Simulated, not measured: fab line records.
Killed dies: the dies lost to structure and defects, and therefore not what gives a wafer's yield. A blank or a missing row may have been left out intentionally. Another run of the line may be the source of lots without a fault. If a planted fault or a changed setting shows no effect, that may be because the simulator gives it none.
fab line records	flow nandHarc
record lots=24	wafers=72	lastDay=25
route steps=1159 shown A_BLC@981 A_M0@1014 A_BONDPAD@1076
lots that met no fault: from a run of the same line without faults
startH: hours from the record's opening day to when the first of the lot's shown wafers began	waitH: hours elapsed since this lot's preceding step	" same as the row above	L1.1+2: one row covering several wafers at once	- either no value or no given start	* or withheld: withheld	< > ~ a bound
route shown NAME@n: NAME is a module with steps in the file, n the number in the route of the first one	usual: mean/standard deviation of fault-free wafers	same: alike in all rows	chamber/n: place in a boat	sites: each site's reading	_std_site: the standard deviation of these	_edge_site: mean of outer sites minus mean of inner sites	radiusMm: how far each site lies from the wafer's centre	mask NAME#n: copy n	behind: the tool/chamber that last shaped the wafer	hold: what put the lot on hold/how long, in hours/how the hold closed	device: transistor that didn't switch, given as n, p or np	end of line: at the end of the route, the tests of the same wafers	for a step that has no rows: nothing shown but its recipe	killed: the dies lost at the first sort to structure and to defects; this is not the yield of the wafer	map: per-die view of a wafer (x killed, . not killed, _ where there is no die)
set.NAME: setting as actually run; set.NAME@STEP: the setting as run at that earlier step	model.NAME: the simulator's own value behind a step, which no gauge read
a sample of lots followed through the steps of the route, with each step as a table and each wafer as a row
services: a tool's chamber out of use, with start hour (startH, from the record's first day; less than 0 if before it), hours out, and reason
## steps
# step NHARC_A_BLC_CD_MEAS_19
# usual cdNm=99.9/2.9
lot.wafer	tool	chamber	startH	waitH	cdNm
L075.2	cdSem-02	-	399.24	-	99.6
L075.3	"	-	"	"	98.9
L075.4	"	-	"	"	100.1
L074.1	cdSem-03	-	400.08	-	95.7
L074.2	"	-	"	"	99.6
L074.3	"	-	"	"	102.9
L078.2	cdSem-02	-	400.93	-	103.4
L078.5	"	-	"	"	98.5
L078.6	"	-	"	"	100.5
L077.1	cdSem-01	-	401.83	-	96.9
L077.3	"	-	"	"	100.6
L077.4	"	-	"	"	103.0
L079.1	cdSem-01	-	420.67	-	99.0
L079.4	"	-	"	"	95.9
L079.6	"	-	"	"	97.5
L076.2	cdSem-01	-	420.86	-	98.4
L076.5	"	-	"	"	94.3
L076.6	"	-	"	"	97.9
L084.4	cdSem-03	-	436.32	-	94.6
L084.5	"	-	"	"	100.8
L084.6	"	-	"	"	98.3
L081.1	cdSem-02	-	439.90	-	103.4
L081.2	"	-	"	"	103.1
L081.5	"	-	"	"	101.0
L080.1	cdSem-02	-	440.63	-	101.5
L080.5	"	-	"	"	97.5
L080.6	"	-	"	"	100.7
L083.1	cdSem-01	-	444.35	-	96.2
L083.2	"	-	"	"	100.5
L083.5	"	-	"	"	101.2
L082.1	cdSem-02	-	450.37	-	97.6
L082.2	"	-	"	"	103.5
L082.5	"	-	"	"	99.6
L088.1	cdSem-03	-	466.87	-	102.7
L088.4	"	-	"	"	98.6
L088.5	"	-	"	"	104.9
L087.1	cdSem-02	-	467.59	-	98.7
L087.3	"	-	"	"	101.0
L087.5	"	-	"	"	102.8
L086.1	cdSem-02	-	475.98	-	100.8
L086.2	"	-	"	"	93.2
L086.6	"	-	"	"	99.7
L085.1	cdSem-03	-	482.09	-	101.4
L085.4	"	-	"	"	104.2
L085.6	"	-	"	"	104.0
L090.1	cdSem-01	-	496.48	-	100.4
L090.4	"	-	"	"	97.2
L090.6	"	-	"	"	103.3
L091.1	cdSem-03	-	497.75	-	102.7
L091.2	"	-	"	"	98.2
L091.3	"	-	"	"	104.8
L092.1	cdSem-01	-	499.05	-	97.4
L092.2	"	-	"	"	103.1
L092.6	"	-	"	"	101.9
L089.1	cdSem-03	-	504.65	-	98.7
L089.3	"	-	"	"	101.1
L089.6	"	-	"	"	101.9
L094.2	cdSem-01	-	513.85	-	102.9
L094.4	"	-	"	"	102.3
L094.5	"	-	"	"	102.0
L095.3	cdSem-01	-	516.32	-	103.6
L095.4	"	-	"	"	99.7
L095.5	"	-	"	"	92.7
L096.1	cdSem-01	-	521.98	-	103.4
L096.2	"	-	"	"	101.2
L096.6	"	-	"	"	98.0
L093.1	cdSem-01	-	527.23	-	100.0
L093.3	"	-	"	"	99.2
L093.6	"	-	"	"	98.8
L097.3	cdSem-02	-	536.54	-	102.8
L097.4	"	-	"	"	99.5
L097.6	"	-	"	"	99.7
# step NHARC_A_BLC_INSPECT_28
# usual rawDefectCount=446/150
lot.wafer	tool	chamber	startH	waitH	rawDefectCount
L075.2	defectInspect-02	-	404.40	0.1	308
L075.3	"	-	"	"	484
L075.4	"	-	"	"	434
L074.1	defectInspect-01	-	404.46	0.1	395
L074.2	"	-	"	"	453
L074.3	"	-	"	"	647
L078.2	defectInspect-02	-	404.86	0.1	661
L078.5	"	-	"	"	565
L078.6	"	-	"	"	806
L077.1	defectInspect-02	-	405.29	0.1	520
L077.3	"	-	"	"	473
L077.4	"	-	"	"	612
L079.1	defectInspect-02	-	422.64	0.1	227
L079.4	"	-	"	"	347
L079.6	"	-	"	"	279
L076.2	defectInspect-01	-	425.47	0.1	378
L076.5	"	-	"	"	401
L076.6	"	-	"	"	508
L084.4	defectInspect-01	-	439.99	0.1	480
L084.5	"	-	"	"	748
L084.6	"	-	"	"	799
L081.1	defectInspect-01	-	441.94	0.1	370
L081.2	"	-	"	"	272
L081.5	"	-	"	"	308
L080.1	defectInspect-01	-	442.62	0.1	324
L080.5	"	-	"	"	403
L080.6	"	-	"	"	432
L083.1	defectInspect-02	-	448.36	0.1	431
L083.2	"	-	"	"	329
L083.5	"	-	"	"	471
L082.1	defectInspect-01	-	452.51	0.1	368
L082.2	"	-	"	"	414
L082.5	"	-	"	"	346
L088.1	defectInspect-01	-	468.87	0.1	343
L088.4	"	-	"	"	269
L088.5	"	-	"	"	294
L087.1	defectInspect-02	-	469.57	0.1	603
L087.3	"	-	"	"	1010
L087.5	"	-	"	"	805
L086.1	defectInspect-01	-	484.93	0.1	436
L086.2	"	-	"	"	273
L086.6	"	-	"	"	335
L085.1	defectInspect-02	-	495.32	0.1	400
L085.4	"	-	"	"	362
L085.6	"	-	"	"	307
L090.1	defectInspect-01	-	509.31	0.1	259
L090.4	"	-	"	"	306
L090.6	"	-	"	"	295
L091.1	defectInspect-01	-	509.44	0.1	325
L091.2	"	-	"	"	371
L091.3	"	-	"	"	345
L092.1	defectInspect-01	-	509.72	0.1	469
L092.2	"	-	"	"	393
L092.6	"	-	"	"	368
L089.1	defectInspect-01	-	510.18	0.1	402
L089.3	"	-	"	"	481
L089.6	"	-	"	"	323
L094.2	defectInspect-01	-	515.90	0.1	468
L094.4	"	-	"	"	391
L094.5	"	-	"	"	368
L095.3	defectInspect-01	-	518.66	0.1	325
L095.4	"	-	"	"	385
L095.5	"	-	"	"	294
L096.1	defectInspect-01	-	525.73	0.1	567
L096.2	"	-	"	"	413
L096.6	"	-	"	"	470
L093.1	defectInspect-01	-	535.09	0.1	505
L093.3	"	-	"	"	401
L093.6	"	-	"	"	411
L097.3	defectInspect-02	-	539.33	0.1	466
L097.4	"	-	"	"	486
L097.6	"	-	"	"	385
# step NHARC_A_M0_PRE_CLEAN_29
# recipe timeS=30	tempC=280	gas=H2/He
# usual heaterPowerW=413/43
lot.wafer	tool	chamber	startH	waitH	heaterPowerW
L075.3	pvdSputter-01	-	-	-	376
L075.2	"	-	"	"	454
L075.4	"	-	"	"	458
L074.3	pvdSputter-03	-	-	-	451
L074.1	"	-	"	"	371
L074.2	"	-	"	"	363
L078.2	pvdSputter-01	-	-	-	464
L078.5	"	-	"	"	448
L078.6	"	-	"	"	459
L077.4	pvdSputter-01	-	-	-	456
L077.1	"	-	"	"	447
L077.3	"	-	"	"	374
L079.4	pvdSputter-01	-	-	-	471
L079.1	"	-	"	"	463
L079.6	"	-	"	"	375
L076.2	pvdSputter-03	-	-	-	365
L076.5	"	-	"	"	356
L076.6	"	-	"	"	352
L084.4	pvdSputter-03	-	-	-	477
L084.6	"	-	"	"	450
L084.5	"	-	"	"	360
L081.1	pvdSputter-01	-	-	-	456
L081.2	"	-	"	"	374
L081.5	"	-	"	"	450
L080.1	pvdSputter-02	-	-	-	412
L080.6	"	-	"	"	354
L080.5	"	-	"	"	414
L083.1	pvdSputter-03	-	-	-	360
L083.2	"	-	"	"	366
L083.5	"	-	"	"	458
L082.2	pvdSputter-03	-	-	-	470
L082.1	"	-	"	"	362
L082.5	"	-	"	"	357
L088.4	pvdSputter-03	-	-	-	461
L088.1	"	-	"	"	365
L088.5	"	-	"	"	375
L087.1	pvdSputter-01	-	-	-	460
L087.3	"	-	"	"	369
L087.5	"	-	"	"	458
L086.1	pvdSputter-01	-	-	-	379
L086.2	"	-	"	"	445
L086.6	"	-	"	"	452
L085.1	pvdSputter-01	-	-	-	373
L085.4	"	-	"	"	457
L085.6	"	-	"	"	446
L090.4	pvdSputter-02	-	-	-	415
L090.1	"	-	"	"	426
L090.6	"	-	"	"	416
L091.2	pvdSputter-01	-	-	-	370
L091.1	"	-	"	"	463
L091.3	"	-	"	"	451
L092.1	pvdSputter-03	-	-	-	369
L092.2	"	-	"	"	363
L092.6	"	-	"	"	371
L089.3	pvdSputter-03	-	-	-	374
L089.1	"	-	"	"	455
L089.6	"	-	"	"	379
L094.4	pvdSputter-02	-	-	-	424
L094.2	"	-	"	"	364
L094.5	"	-	"	"	413
L095.3	pvdSputter-02	-	-	-	419
L095.4	"	-	"	"	359
L095.5	"	-	"	"	420
L096.2	pvdSputter-01	-	-	-	465
L096.1	"	-	"	"	383
L096.6	"	-	"	"	472
L093.3	pvdSputter-01	-	-	-	468
L093.1	"	-	"	"	455
L093.6	"	-	"	"	447
L097.3	pvdSputter-01	-	-	-	458
L097.4	"	-	"	"	451
L097.6	"	-	"	"	455
# step NHARC_A_M0_PVD_20
# recipe targetThkA=50	biasV=168.6	powerW=15000	chamberPressurePa=0.12	timeS=8.06	substrateTempC=50	material=TaN
# usual throttleValvePct=30.1/1.1
lot.wafer	tool	chamber	startH	waitH	throttleValvePct
L075.2	pvdSputter-01	-	-	-	32.5
L075.3	"	-	"	"	28.8
L075.4	"	-	"	"	30.2
L074.2	pvdSputter-03	-	-	-	29.0
L074.1	"	-	"	"	31.4
L074.3	"	-	"	"	30.2
L078.2	pvdSputter-01	-	-	-	32.5
L078.5	"	-	"	"	30.3
L078.6	"	-	"	"	32.6
L077.4	pvdSputter-01	-	-	-	30.3
L077.1	"	-	"	"	30.1
L077.3	"	-	"	"	28.7
L079.4	pvdSputter-01	-	-	-	30.3
L079.1	"	-	"	"	32.7
L079.6	"	-	"	"	30.0
L076.2	pvdSputter-03	-	-	-	31.6
L076.6	"	-	"	"	31.4
L076.5	"	-	"	"	30.2
L084.4	pvdSputter-03	-	-	-	30.6
L084.6	"	-	"	"	28.9
L084.5	"	-	"	"	31.4
L081.1	pvdSputter-01	-	-	-	30.2
L081.2	"	-	"	"	32.4
L081.5	"	-	"	"	29.8
L080.1	pvdSputter-02	-	-	-	30.6
L080.6	"	-	"	"	30.0
L080.5	"	-	"	"	30.5
L083.1	pvdSputter-03	-	-	-	29.1
L083.2	"	-	"	"	31.3
L083.5	"	-	"	"	28.9
L082.2	pvdSputter-03	-	-	-	29.3
L082.1	"	-	"	"	31.2
L082.5	"	-	"	"	30.1
L088.4	pvdSputter-03	-	-	-	31.5
L088.1	"	-	"	"	29.0
L088.5	"	-	"	"	31.2
L087.3	pvdSputter-01	-	-	-	30.2
L087.1	"	-	"	"	28.6
L087.5	"	-	"	"	30.2
L086.2	pvdSputter-01	-	-	-	28.7
L086.1	"	-	"	"	30.2
L086.6	"	-	"	"	30.4
L085.1	pvdSputter-01	-	-	-	30.6
L085.4	"	-	"	"	32.4
L085.6	"	-	"	"	30.0
L090.1	pvdSputter-02	-	-	-	28.6
L090.4	"	-	"	"	29.5
L090.6	"	-	"	"	30.3
L091.1	pvdSputter-01	-	-	-	32.4
L091.3	"	-	"	"	28.7
L091.2	"	-	"	"	30.0
L092.2	pvdSputter-03	-	-	-	28.9
L092.1	"	-	"	"	28.9
L092.6	"	-	"	"	29.1
L089.3	pvdSputter-03	-	-	-	31.5
L089.1	"	-	"	"	29.0
L089.6	"	-	"	"	31.4
L094.4	pvdSputter-02	-	-	-	29.6
L094.2	"	-	"	"	30.1
L094.5	"	-	"	"	29.2
L095.3	pvdSputter-02	-	-	-	29.9
L095.4	"	-	"	"	28.9
L095.5	"	-	"	"	30.3
L096.1	pvdSputter-01	-	-	-	31.4
L096.2	"	-	"	"	28.7
L096.6	"	-	"	"	28.9
L093.3	pvdSputter-01	-	-	-	31.3
L093.1	"	-	"	"	29.7
L093.6	"	-	"	"	29.4
L097.4	pvdSputter-01	-	-	-	30.0
L097.3	"	-	"	"	29.8
L097.6	"	-	"	"	30.0
# step NHARC_A_BONDPAD_ETCH_34
# recipe targetDepthA=600	overetchA=180	timeS=65.91	ionEnergyEv=200	n2FlowSccm=150	h2FlowSccm=150	arFlowSccm=0	rfW=400	biasW=150	chemistry=N2/H2
# usual drypumpMotorCurrentA=6.0/0.54	oesProductAu=1.003/0.021	rfVppV=431.0/2.9	showerheadPlenumPTorr=2.06/0.1	throttleValvePct=14.172/0.01
lot.wafer	tool	chamber	startH	waitH	drypumpMotorCurrentA	oesProductAu	rfHoursCounterH	rfVppV	showerheadPlenumPTorr	throttleValvePct
L075.4	rieDiel-05	1	414.65	0.1	5.8	1.007	12	430.7	1.98	14.174
L075.2	"	2	"	"	6.2	0.981	13	427.2	1.98	14.183
L075.3	"	3	"	"	5.8	1.021	4	431.6	2.09	14.183
L078.2	rieDiel-02	3	414.81	0.1	6.2	1.002	26	431.2	2.03	14.168
L078.6	"	3	"	"	6.2	1.006	-	429.8	2.03	14.176
L078.5	"	0	"	"	5.1	0.990	-	430.2	2.03	14.189
L074.1	rieDiel-06	3	415.23	0.1	5.4	1.015	6	432.3	2.16	14.187
L074.3	"	0	"	"	6.7	0.977	5	429.2	2.02	14.154
L074.2	"	2	"	"	6.6	1.004	6	435.7	2.20	14.162
L077.4	rieDiel-06	2	415.98	0.1	6.6	1.013	6	433.9	2.20	14.177
L077.3	"	3	"	"	5.4	1.022	6	434.7	2.16	14.183
L077.1	"	0	"	"	6.7	0.985	6	429.5	2.02	14.175
L079.4	rieDiel-05	1	432.59	0.1	5.8	1.001	15	428.2	1.98	14.159
L079.1	"	2	"	"	6.1	0.982	16	428.7	1.98	14.174
L079.6	"	1	"	"	5.8	0.997	-	429.6	1.98	14.168
L076.2	rieDiel-06	1	435.75	0.1	5.4	1.038	0	427.6	1.91	14.160
L076.6	"	1	"	"	5.5	1.037	-	426.4	1.91	14.191
L076.5	"	2	"	"	6.6	1.000	-	435.2	2.20	14.203
L084.4	rieDiel-06	3	449.90	0.1	5.4	1.008	1	434.3	2.16	14.153
L084.5	"	0	"	"	6.7	0.975	-	430.9	2.02	14.155
L084.6	"	1	"	"	5.4	1.049	-	426.7	1.91	14.175
L081.2	rieDiel-05	1	451.84	0.1	5.8	1.012	17	428.6	1.98	14.171
L081.1	"	0	"	"	6.0	0.989	18	430.8	2.05	14.177
L081.5	"	1	"	"	5.8	1.023	-	429.7	1.98	14.180
L080.1	rieDiel-06	3	453.35	0.1	5.4	1.017	1	434.0	2.16	14.173
L080.5	"	3	"	"	5.4	1.011	-	433.3	2.16	14.174
L080.6	"	0	"	"	6.7	0.978	-	429.2	2.01	14.179
L083.2	rieDiel-06	0	458.34	0.1	6.7	0.977	1	430.7	2.02	14.158
L083.1	"	1	"	"	5.5	1.037	1	426.8	1.91	14.159
L083.5	"	3	"	"	5.4	1.029	-	434.3	2.16	14.178
L082.1	rieDiel-06	3	463.11	0.1	5.4	1.005	1	433.6	2.16	14.170
L082.2	"	1	"	"	5.5	1.018	1	427.6	1.91	14.173
L082.5	"	0	"	"	6.7	0.974	-	428.7	2.02	14.169
L088.4	rieDiel-06	3	478.88	0.1	5.4	1.010	2	434.2	2.16	14.171
L088.1	"	0	"	"	6.7	0.974	1	430.8	2.01	14.175
L088.5	"	3	"	"	5.4	1.009	-	433.5	2.16	14.183
L087.1	rieDiel-06	1	480.23	0.1	5.4	1.037	1	427.9	1.91	14.159
L087.3	"	3	"	"	5.4	1.015	2	434.4	2.16	14.167
L087.5	"	2	"	"	6.6	1.000	-	435.1	2.20	14.190
L086.1	rieDiel-06	0	495.31	0.1	6.7	0.977	2	428.1	2.01	14.172
L086.2	"	3	"	"	5.4	1.021	2	432.1	2.16	14.191
L086.6	"	1	"	"	5.5	1.037	-	427.1	1.91	14.168
L085.1	rieDiel-05	1	506.00	0.1	5.8	1.003	28	429.8	1.98	14.181
L085.4	"	2	"	"	6.1	0.969	29	427.5	1.97	14.177
L085.6	"	2	"	"	6.1	0.975	-	429.6	1.97	14.169
L090.4	rieDiel-06	2	519.14	0.1	6.6	1.005	3	434.7	2.20	14.165
L090.1	"	3	"	"	5.4	1.020	3	434.5	2.16	14.177
L090.6	"	2	"	"	6.6	1.010	-	433.1	2.20	14.174
L091.2	rieDiel-06	2	519.84	0.1	6.6	1.001	3	434.7	2.20	14.169
L091.3	"	0	"	"	6.6	0.968	3	428.4	2.01	14.177
L091.1	"	1	"	"	5.5	1.021	3	426.9	1.91	14.178
L092.2	rieDiel-06	2	520.42	0.1	6.6	0.988	3	433.8	2.20	14.157
L092.1	"	3	"	"	5.4	1.027	3	434.2	2.16	14.182
L092.6	"	1	"	"	5.5	1.038	-	425.8	1.91	14.185
L089.1	rieDiel-02	0	520.97	0.1	5.0	0.992	6	430.7	2.02	14.183
L089.3	"	1	"	"	6.0	1.010	5	431.8	2.08	14.183
L089.6	"	3	"	"	6.2	1.032	-	429.7	2.02	14.163
L094.2	rieDiel-06	3	526.09	0.1	5.4	1.022	3	434.4	2.16	14.162
L094.4	"	0	"	"	6.7	0.973	3	429.9	2.01	14.164
L094.5	"	1	"	"	5.4	1.046	-	426.7	1.91	14.164
L095.3	rieDiel-06	2	529.04	0.1	6.6	0.988	4	435.9	2.20	14.167
L095.4	"	0	"	"	6.7	0.973	-	430.6	2.01	14.159
L095.5	"	2	"	"	6.6	0.992	-	434.3	2.20	14.170
L096.2	rieDiel-06	0	535.90	0.1	6.6	0.977	4	430.6	2.01	14.166
L096.1	"	2	"	"	6.6	0.988	4	433.8	2.20	14.175
L096.6	"	3	"	"	5.4	1.023	-	432.4	2.16	14.157
L093.3	rieDiel-06	3	545.10	0.1	5.4	1.028	4	435.2	2.16	14.172
L093.1	"	0	"	"	6.6	0.985	4	429.6	2.01	14.162
L093.6	"	2	"	"	6.6	1.003	-	434.4	2.20	14.178
L097.3	rieDiel-05	0	549.53	0.1	5.9	0.986	4	430.2	2.05	14.171
L097.4	"	1	"	"	5.8	1.027	4	429.4	1.98	14.172
L097.6	"	2	"	"	6.1	0.993	-	428.1	1.97	14.175
# step NHARC_A_BONDPAD_ETCH_12
# recipe targetDepthA=2200	timeS=110	chf3FlowSccm=50	o2FlowSccm=10	arFlowSccm=200	rfW=500	biasW=200	chemistry=CHF3/O2
# usual drypumpMotorCurrentA=6.0/0.54	oesProductAu=0.950/0.029	rfVppV=371.1/2.8	showerheadPlenumPTorr=2.43/0.11	throttleValvePct=20.573/0.0097
lot.wafer	tool	chamber	startH	waitH	drypumpMotorCurrentA	oesProductAu	rfHoursCounterH	rfVppV	showerheadPlenumPTorr	throttleValvePct
L075.2	rieDiel-05	2	-	-	6.2	0.896	13	368.6	2.33	20.589
L075.3	"	3	"	"	5.7	0.946	4	372.3	2.46	20.602
L075.4	"	0	"	"	6.0	0.912	13	372.3	2.42	20.575
L078.2	rieDiel-02	1	-	-	6.0	0.925	30	371.6	2.47	20.576
L078.6	"	3	"	"	6.2	0.930	-	367.1	2.39	20.583
L078.5	"	0	"	"	5.1	0.916	-	370.5	2.40	20.577
L074.1	rieDiel-06	1	-	-	5.4	0.982	6	366.8	2.26	20.572
L074.2	"	3	"	"	5.4	0.988	6	373.8	2.53	20.554
L074.3	"	0	"	"	6.7	0.946	5	370.9	2.38	20.573
L077.3	rieDiel-06	2	-	-	6.6	0.940	6	376.1	2.58	20.557
L077.4	"	3	"	"	5.4	0.952	6	373.1	2.53	20.560
L077.1	"	1	"	"	5.4	0.926	6	366.4	2.26	20.581
L079.1	rieDiel-05	3	-	-	5.7	0.954	7	371.9	2.46	20.576
L079.4	"	0	"	"	5.9	0.915	16	371.3	2.42	20.568
L079.6	"	1	"	"	5.8	0.924	-	369.0	2.34	20.572
L076.2	rieDiel-06	3	-	-	5.4	0.996	0	373.3	2.53	20.568
L076.5	"	2	"	"	6.6	0.971	-	375.3	2.58	20.578
L076.6	"	3	"	"	5.4	0.996	-	375.0	2.53	20.574
L084.4	rieDiel-06	1	-	-	5.5	1.001	1	366.8	2.26	20.580
L084.5	"	1	"	"	5.4	1.001	-	367.7	2.26	20.563
L084.6	"	2	"	"	6.6	0.978	-	375.5	2.58	20.574
L081.1	rieDiel-05	0	-	-	5.9	0.914	18	370.2	2.42	20.555
L081.2	"	3	"	"	5.7	0.945	10	371.5	2.45	20.579
L081.5	"	1	"	"	5.8	0.934	-	370.3	2.34	20.567
L080.1	rieDiel-06	0	-	-	6.7	0.914	1	371.7	2.38	20.573
L080.6	"	1	"	"	5.5	0.991	-	368.1	2.26	20.564
L080.5	"	2	"	"	6.6	0.946	-	375.1	2.58	20.562
L083.2	rieDiel-06	3	-	-	5.4	0.995	1	374.6	2.53	20.558
L083.1	"	1	"	"	5.4	0.994	1	367.3	2.26	20.576
L083.5	"	0	"	"	6.6	0.938	-	369.1	2.37	20.581
L082.1	rieDiel-06	2	-	-	6.6	0.970	1	374.1	2.58	20.579
L082.2	"	1	"	"	5.5	1.003	1	367.3	2.26	20.570
L082.5	"	2	"	"	6.7	0.958	-	373.9	2.58	20.585
L088.4	rieDiel-06	2	-	-	6.6	0.960	2	373.9	2.58	20.567
L088.1	"	3	"	"	5.4	0.970	2	373.5	2.53	20.572
L088.5	"	2	"	"	6.7	0.963	-	374.8	2.58	20.569
L087.1	rieDiel-06	2	-	-	6.6	0.961	2	374.2	2.58	20.575
L087.3	"	1	"	"	5.4	0.990	2	365.5	2.26	20.560
L087.5	"	3	"	"	5.4	0.994	-	373.2	2.53	20.574
L086.2	rieDiel-06	3	-	-	5.4	0.939	2	372.3	2.53	20.565
L086.1	"	1	"	"	5.4	0.956	2	367.2	2.26	20.569
L086.6	"	2	"	"	6.6	0.930	-	374.4	2.58	20.595
L085.4	rieDiel-05	0	-	-	5.9	0.918	27	371.5	2.41	20.564
L085.1	"	1	"	"	5.8	0.937	28	368.8	2.34	20.574
L085.6	"	3	"	"	5.7	0.941	-	373.0	2.45	20.574
L090.4	rieDiel-06	3	-	-	5.4	0.974	3	371.6	2.53	20.566
L090.1	"	0	"	"	6.6	0.938	3	369.6	2.37	20.560
L090.6	"	2	"	"	6.6	0.980	-	371.9	2.58	20.575
L091.2	rieDiel-06	1	-	-	5.5	0.962	3	366.8	2.26	20.570
L091.1	"	2	"	"	6.6	0.932	3	375.1	2.58	20.575
L091.3	"	3	"	"	5.4	0.953	3	374.4	2.53	20.566
L092.2	rieDiel-06	3	-	-	5.4	0.948	3	373.1	2.53	20.580
L092.1	"	2	"	"	6.6	0.920	3	375.4	2.57	20.572
L092.6	"	3	"	"	5.4	0.933	-	373.6	2.53	20.581
L089.3	rieDiel-02	1	-	-	6.0	0.949	5	371.9	2.45	20.575
L089.1	"	0	"	"	5.0	0.934	6	369.9	2.38	20.578
L089.6	"	2	"	"	5.9	0.956	-	367.0	2.27	20.590
L094.4	rieDiel-06	1	-	-	5.4	0.946	3	366.4	2.26	20.563
L094.2	"	3	"	"	5.4	0.945	3	373.0	2.53	20.587
L094.5	"	1	"	"	5.4	0.950	-	368.3	2.26	20.577
L095.3	rieDiel-06	2	-	-	6.6	0.926	4	373.8	2.58	20.561
L095.4	"	2	"	"	6.6	0.919	-	372.9	2.58	20.581
L095.5	"	0	"	"	6.7	0.893	-	371.1	2.37	20.584
L096.2	rieDiel-06	3	-	-	5.4	0.980	4	372.2	2.53	20.571
L096.1	"	1	"	"	5.5	1.016	3	365.8	2.26	20.580
L096.6	"	2	"	"	6.7	0.951	-	374.9	2.57	20.579
L093.1	rieDiel-06	0	-	-	6.7	0.944	4	369.5	2.37	20.569
L093.3	"	2	"	"	6.6	0.954	4	375.7	2.57	20.572
L093.6	"	0	"	"	6.7	0.956	-	370.3	2.37	20.575
L097.4	rieDiel-05	2	-	-	6.1	0.951	4	368.4	2.32	20.575
L097.3	"	3	"	"	5.7	0.963	4	373.7	2.45	20.571
L097.6	"	2	"	"	6.1	0.940	-	368.7	2.32	20.580
## services
tool	chamber	startH	hours	kind
rieDiel-02	3	384.07	6.7	repair
rieDiel-06	0	397.24	-	clean
rieDiel-06	1	397.24	-	clean
rieDiel-06	2	397.24	-	clean
rieDiel-06	3	397.24	-	clean
pvdSputter-02	-	401.47	10.0	pm
rieDiel-06	-	418.20	9.0	pm
rieDiel-06	0	418.20	9.0	ventCycle
rieDiel-06	1	418.20	9.0	ventCycle
rieDiel-06	2	418.20	9.0	ventCycle
rieDiel-06	3	418.20	9.0	ventCycle
rieDiel-06	0	427.20	-	clean
rieDiel-06	1	427.20	-	clean
rieDiel-06	2	427.20	-	clean
rieDiel-06	3	427.20	-	clean
rieDiel-02	0	446.67	2.1	repair
pvdSputter-01	-	448.68	4.1	repair
rieDiel-06	0	451.70	-	clean
rieDiel-06	1	451.70	-	clean
pvdSputter-03	-	456.15	2.1	repair
rieDiel-05	0	492.03	5.2	repair
rieDiel-02	-	505.58	9.0	pm
pvdSputter-01	-	514.05	10.0	pm
rieDiel-05	-	517.93	9.0	pm
## key
fault none
